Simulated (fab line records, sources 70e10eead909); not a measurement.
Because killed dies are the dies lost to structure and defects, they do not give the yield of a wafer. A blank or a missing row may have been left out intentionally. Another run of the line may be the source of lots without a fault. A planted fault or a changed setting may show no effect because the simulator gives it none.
fab line records	flow nand-harc	part 2 of 2: steps 30 to 39 of 39
record lots=5	wafers=15	last-day=23
route steps=1159 shown P_BONDPAD@373 A_START@389 A_ZERO_WELL@390 A_SOURCE_PLATE@413
lots with no fault: from the same line, run without faults
start-h: hours from the record's first day to the start of the lot's first wafer shown	wait-h: time in hours since the lot's previous step	" as in the row above	L1.1+2: a row that stands for several wafers	- no value present, or no start provided	* or withheld: withheld	< > ~ a bound
route shown NAME@n: a module of which the file shows steps, and the number in the route of the first	usual: the fault-free wafers' mean and standard deviation	same: alike in all rows	chamber/n: place in a boat	sites: the reading at each site	_std_site: the values' standard deviation	_edge_site: outer sites' mean less inner sites'	radius-mm: how far each site lies from the wafer's centre	mask NAME#n: copy n	behind: the tool/chamber that last shaped the wafer	hold: cause of the lot's hold/its duration in hours/its outcome	device: which transistor (n, p or np) failed to switch	end of line: tests of these same wafers at the route's end	a step without rows: its recipe alone	killed: dies that structure and defects cost at the first sort, which is not the same as the wafer's yield	map: the dies of a wafer, with x for killed, . for not killed, _ for no die there
set.NAME: the setting that was run; set.NAME@STEP: the one run at that earlier step	model.NAME: the simulator's own value behind a step, which no gauge read
lots seen at some steps along the route; tables by step, rows by wafer
services: when a tool's chamber went out of use (start-h, in hours from the record's first day, below 0 if earlier), for how many hours, and the reason
## steps
# step NHARC_A_ZERO_WELL_ETCH_19
# recipe target-depth-a=800	overetch-a=240	time-s=87.88	ion-energy-ev=200	n2-flow-sccm=150	h2-flow-sccm=150	ar-flow-sccm=0	rf-w=400	bias-w=150	chemistry=N2/H2
# usual drypump-motor-current-A=5.6/0.43	h2-flow-sccm=150.1/0.45	oes-product-au=0.999/0.0083	rf-vpp-V=431.0/2.5	showerhead-plenum-p-Torr=2.05/0.088	throttle-valve-pct=14.171/0.0091
lot.wafer	tool	chamber	start-h	wait-h	drypump-motor-current-A	h2-flow-sccm	oes-product-au	rf-hours-counter-h	rf-vpp-V	showerhead-plenum-p-Torr	throttle-valve-pct
L074.1	rie-diel-02	2	136.63	0.1	6.1	149.9	0.991	11	429.8	2.07	14.154
L074.4	"	1	"	"	6.1	150.4	1.001	11	427.5	1.94	14.160
L074.5	"	2	"	"	6.1	150.1	1.004	-	431.2	2.07	14.162
L077.4	rie-diel-06	1	161.49	0.1	6.2	150.6	0.996	7	433.5	2.14	14.158
L077.2	"	2	"	"	5.6	151.0	1.001	6	433.9	2.21	14.185
L077.1	"	3	"	"	5.0	150.0	0.983	7	431.4	2.07	14.172
L086.4	rie-diel-06	1	212.82	0.1	6.2	149.8	0.994	10	433.6	2.13	14.178
L086.1	"	0	"	"	5.9	149.9	0.983	9	433.8	2.12	14.173
L086.6	"	1	"	"	6.2	149.1	1.000	-	432.5	2.13	14.174
L088.3	rie-diel-02	2	227.85	0.1	6.1	150.4	1.006	5	431.7	2.07	14.170
L088.1	"	3	"	"	5.5	150.4	1.003	6	427.7	1.99	14.174
L088.6	"	2	"	"	6.0	150.2	1.001	-	431.7	2.07	14.164
L090.4	rie-diel-02	2	234.01	0.1	6.1	149.9	1.011	5	432.0	2.07	14.169
L090.2	"	0	"	"	5.5	150.2	0.997	6	427.3	1.92	14.180
L090.6	"	2	"	"	6.1	149.5	1.007	-	430.8	2.07	14.170
# step NHARC_A_ZERO_WELL_ETCH_13
# recipe target-depth-a=1200	time-s=40.1	hbr-flow-sccm=150	cl2-flow-sccm=50	rf-w=400	icp-w=400	bias-w=100	chemistry=HBr/Cl2
# usual drypump-motor-current-A=5.8/0.4	oes-product-au=0.995/0.008	throttle-valve-pct=26.406/0.009
lot.wafer	tool	chamber	start-h	wait-h	drypump-motor-current-A	oes-product-au	rf-hours-counter-h	throttle-valve-pct
L074.4	rie-si-01	2	136.75	-	6.3	0.992	0.0	26.411
L074.1	"	1	"	"	5.8	1.002	0.0	26.411
L074.5	"	3	"	"	6.0	0.997	-	26.409
L077.4	rie-si-04	3	161.61	-	6.0	1.008	0.4	26.410
L077.1	"	0	"	"	6.7	1.000	0.4	26.399
L077.2	"	2	"	"	5.7	1.001	0.2	26.407
L086.1	rie-si-05	0	212.94	-	4.9	0.992	0.8	26.399
L086.4	"	2	"	"	5.3	1.002	1.2	26.407
L086.6	"	0	"	"	4.9	0.997	-	26.397
L088.3	rie-si-01	1	227.96	-	5.8	1.008	0.7	26.410
L088.1	"	3	"	"	6.0	1.006	0.7	26.376
L088.6	"	2	"	"	6.3	1.002	-	26.399
L090.4	rie-si-01	0	234.13	-	5.7	0.989	0.6	26.410
L090.2	"	1	"	"	5.9	0.994	0.7	26.411
L090.6	"	0	"	"	5.7	0.991	-	26.421
# step NHARC_A_ZERO_WELL_STRIP_14
# recipe time-s=900	temp-c=130	chemistry=SPM
# usual bath-heat-duty-pct=15.2/1.6
lot.wafer	tool	chamber	start-h	wait-h	bath-heat-duty-pct
L074.4	wet-bench-04	0	136.91	-	18.0
L074.5	"	1	"	"	13.2
L074.1	"	2	"	"	15.7
L077.2	wet-bench-02	4	161.78	-	16.4
L077.4	"	7	"	"	17.6
L077.1	"	0	"	"	16.2
L086.6	wet-bench-02	0	213.10	-	16.2
L086.1	"	2	"	"	17.8
L086.4	"	3	"	"	14.6
L088.1	wet-bench-02	6	228.13	-	16.2
L088.6	"	7	"	"	16.1
L088.3	"	1	"	"	13.4
L090.4	wet-bench-01	1	234.28	-	16.3
L090.6	"	4	"	"	13.7
L090.2	"	5	"	"	12.6
# step NHARC_A_ZERO_WELL_IMPLANT_15
# recipe energy-kev=150	dose-cm2=1e+13	tilt-deg=7
# usual dose-ions-cm2=1.0001e+13/1.2e+10
lot.wafer	tool	chamber	start-h	wait-h	dose-ions-cm2
L074.1	implanter-01	0	137.30	0.1	9.997e+12
L074.4	"	0	"	"	1.0001e+13
L074.5	"	0	"	"	1.0006e+13
L077.1	implanter-02	0	162.18	0.1	1.0017e+13
L077.2	"	0	"	"	1.0027e+13
L077.4	"	0	"	"	1.0013e+13
L086.1	implanter-01	0	213.49	0.1	1.0006e+13
L086.4	"	0	"	"	1e+13
L086.6	"	0	"	"	1.0006e+13
L088.1	implanter-01	0	228.52	0.1	1.0017e+13
L088.3	"	0	"	"	1.0017e+13
L088.6	"	0	"	"	1.0029e+13
L090.2	implanter-01	0	234.73	0.1	9.993e+12
L090.4	"	0	"	"	9.991e+12
L090.6	"	0	"	"	9.981e+12
# step NHARC_A_ZERO_WELL_PRECLEAN_22
# recipe time-s=60	temp-c=50	bath-age-min=0	chemistry=SC1
# usual bath-heat-duty-pct=7.3/0.95
lot.wafer	tool	chamber	start-h	wait-h	bath-heat-duty-pct
L074.5	wet-bench-02	2	137.51	0.1	7.8
L074.1	"	4	"	"	7.2
L074.4	"	5	"	"	7.1
L077.2	wet-bench-02	3	162.40	0.2	7.4
L077.4	"	6	"	"	9.2
L077.1	"	7	"	"	8.0
L086.1	wet-bench-04	7	213.71	0.2	7.1
L086.6	"	1	"	"	6.2
L086.4	"	2	"	"	6.5
L088.6	wet-bench-01	1	228.74	0.0	6.3
L088.1	"	5	"	"	5.9
L088.3	"	6	"	"	8.7
L090.6	wet-bench-01	7	234.95	0.1	6.1
L090.4	"	1	"	"	8.0
L090.2	"	2	"	"	6.5
# step NHARC_A_ZERO_WELL_SRD_23
lot.wafer	tool	chamber	start-h	wait-h
L074.5+1+4	wet-bench-02	2,4,5	-	-
L077.2+4+1	wet-bench-02	3,6,7	-	-
L086.1+6+4	wet-bench-04	7,1,2	-	-
L088.6+1+3	wet-bench-01	1,5,6	-	-
L090.6+4+2	wet-bench-01	7,1,2	-	-
# step NHARC_A_ZERO_WELL_RTA_16
# recipe temp-c=1000	time-s=10
# usual anneal-temp-c-max=1005.2/1.3	lamp-power-pct=32.4/1.4	lamp_zone_3_pct=32.4/1.4	wafer_temp_C_max=1005.0/2.4
lot.wafer	tool	chamber	start-h	wait-h	anneal-temp-c-max	lamp-power-pct	lamp_zone_3_pct	wafer_temp_C_max
L074.1	rtp-anneal-01	0	137.65	-	1007.0	34.2	34.2	1008.7
L074.4	"	0	"	"	1005.3	34.2	34.2	1006.6
L074.5	"	0	"	"	1007.7	34.2	34.2	1009.0
L077.1	rtp-anneal-02	0	162.67	-	1003.6	31.3	31.3	1003.0
L077.2	"	0	"	"	1002.9	31.3	31.3	1003.0
L077.4	"	0	"	"	1002.8	31.3	31.3	1004.8
L086.1	rtp-anneal-02	0	213.84	-	1004.4	31.3	31.3	1002.3
L086.4	"	0	"	"	1005.3	31.3	31.3	1003.1
L086.6	"	0	"	"	1003.8	31.3	31.3	1002.8
L088.1	rtp-anneal-02	0	229.08	-	1006.4	31.3	31.3	1003.2
L088.3	"	0	"	"	1004.1	31.2	31.3	1003.8
L088.6	"	0	"	"	1005.5	31.3	31.3	1003.2
L090.2	rtp-anneal-02	0	235.16	-	1003.3	31.3	31.3	1002.6
L090.4	"	0	"	"	1004.0	31.3	31.3	1003.1
L090.6	"	0	"	"	1004.5	31.3	31.4	1002.7
# step NHARC_A_ZERO_WELL_INSPECT_17
# usual raw-defect-count=11/6.1
lot.wafer	tool	chamber	start-h	wait-h	raw-defect-count
L074.1	defect-inspect-01	-	137.84	0.2	7
L074.4	"	-	"	"	6
L074.5	"	-	"	"	8
L077.1	defect-inspect-01	-	162.86	0.2	7
L077.2	"	-	"	"	12
L077.4	"	-	"	"	6
L086.1	defect-inspect-02	-	214.04	0.2	6
L086.4	"	-	"	"	7
L086.6	"	-	"	"	8
L088.1	defect-inspect-02	-	229.28	0.2	9
L088.3	"	-	"	"	18
L088.6	"	-	"	"	17
L090.2	defect-inspect-01	-	235.33	0.1	20
L090.4	"	-	"	"	3
L090.6	"	-	"	"	11
# step NHARC_A_SOURCE_PLATE_PRECLEAN_00
# recipe time-s=60	chemistry=HF-LAST
lot.wafer	tool	chamber	start-h	wait-h
L074.5+1+4	wet-bench-07	7,0,1	137.89	0.0
L077.2+4+1	wet-bench-09	2,3,4	162.91	0.0
L086.4+6+1	wet-bench-03	2,3,4	214.10	0.1
L088.1+3+6	wet-bench-09	6,0,2	229.33	0.1
L090.2+4+6	wet-bench-09	3,4,6	235.38	0.0
# step NHARC_A_SOURCE_PLATE_SRD_01
lot.wafer	tool	chamber	start-h	wait-h
L074.5+1+4	wet-bench-07	7,0,1	137.96	0.1
L077.2+4+1	wet-bench-09	2,3,4	-	-
L086.4+6+1	wet-bench-03	2,3,4	-	-
L088.1+3+6	wet-bench-09	6,0,2	-	-
L090.2+4+6	wet-bench-09	3,4,6	-	-
## services
tool	chamber	start-h	hours	kind
rie-diel-04	-	111.90	9.0	pm
wet-bench-09	-	112.80	8.0	pm
rie-si-01	2	121.44	3.4	repair
cmp-03	-	126.18	1.3	repair
rie-si-01	-	127.00	9.0	pm
pvd-sputter-02	-	129.72	3.8	repair
krf-scanner-02	-	131.09	0.2	repair
rie-diel-06	3	140.28	4.9	repair
wet-bench-03	-	143.88	14.2	repair
rie-diel-02	-	150.70	9.0	pm
cmp-03	-	156.16	4.0	pm
pvd-sputter-01	-	158.00	10.0	pm
wet-bench-04	-	163.20	8.0	pm
rie-diel-04	1	164.15	6.1	repair
wet-bench-02	-	164.74	3.4	repair
rie-diel-02	-	172.14	0.6	repair
ecd-cu-02	-	180.00	8.0	pm
wet-bench-02	-	180.00	8.0	pm
litho-track-07	-	189.00	7.0	pm
litho-track-03	-	213.00	7.0	pm
wet-bench-01	-	213.60	8.0	pm
pvd-sputter-02	-	214.04	10.0	pm
wet-bench-08	-	230.41	8.0	pm
ecd-cu-02	-	231.56	7.2	repair
